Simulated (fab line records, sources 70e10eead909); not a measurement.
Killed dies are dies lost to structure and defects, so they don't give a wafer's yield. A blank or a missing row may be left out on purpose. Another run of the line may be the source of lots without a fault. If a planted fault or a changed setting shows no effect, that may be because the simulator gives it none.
Matching of chambers || flow nand-harc || 4 sister chambers for NHARC_P_ZERO_WELL_ETCH_63 on rie-si-04
The step etches the open film in HBr/Cl2, target depth 120 nm, time 40.1 s. 4 wafers are shown with their chamber, then 7 later ones without.

EACH WAFER AND ITS CHAMBER
{"wafer": "L741.5", "chamber": 3, "drypump-motor-current-A (A)": 6.5}
{"wafer": "L741.6", "chamber": 0, "drypump-motor-current-A (A)": 5.8}
{"wafer": "L749.1", "chamber": 1, "drypump-motor-current-A (A)": 5.1}
{"wafer": "L749.3", "chamber": 2, "drypump-motor-current-A (A)": 6.2}

WAFERS WHOSE CHAMBER IS MISSING
{"wafer": "L749.6", "drypump-motor-current-A (A)": 5.8}
{"wafer": "L751.2", "drypump-motor-current-A (A)": 6.6}
{"wafer": "L751.3", "drypump-motor-current-A (A)": 5.8}
{"wafer": "L751.5", "drypump-motor-current-A (A)": 5.8}
{"wafer": "L753.1", "drypump-motor-current-A (A)": 6.5}
{"wafer": "L753.4", "drypump-motor-current-A (A)": 5.8}
{"wafer": "L753.6", "drypump-motor-current-A (A)": 5.1}

THE CHAMBER EACH PASSED THROUGH
{"wafer": "L749.6", "from the rows above": 0, "in truth": 0}
{"wafer": "L751.2", "from the rows above": 3, "in truth": 3}
{"wafer": "L751.3", "from the rows above": 0, "in truth": 0}
{"wafer": "L751.5", "from the rows above": 0, "in truth": 0}
{"wafer": "L753.1", "from the rows above": 3, "in truth": 3}
{"wafer": "L753.4", "from the rows above": 0, "in truth": 0}
{"wafer": "L753.6", "from the rows above": 1, "in truth": 1}
Placed correctly: 7 of 7. Number that these rows cannot place: 0. 0 placed wrongly.
How it was worked out, from the rows above alone: a wafer's distance from a chamber is the root of the sum, over the readings, of the square of ((its reading less the chamber's mean) divided by the reading's scatter). The wafer belongs to the nearest chamber; if the next one is less than 2 further off, it can't be placed. For every chamber, the mean is computed from those of its wafers that are shown. The scatter (one wafer shown for each chamber): square how far every hidden wafer sits from the nearest shown wafer, average those squares and take the square root.
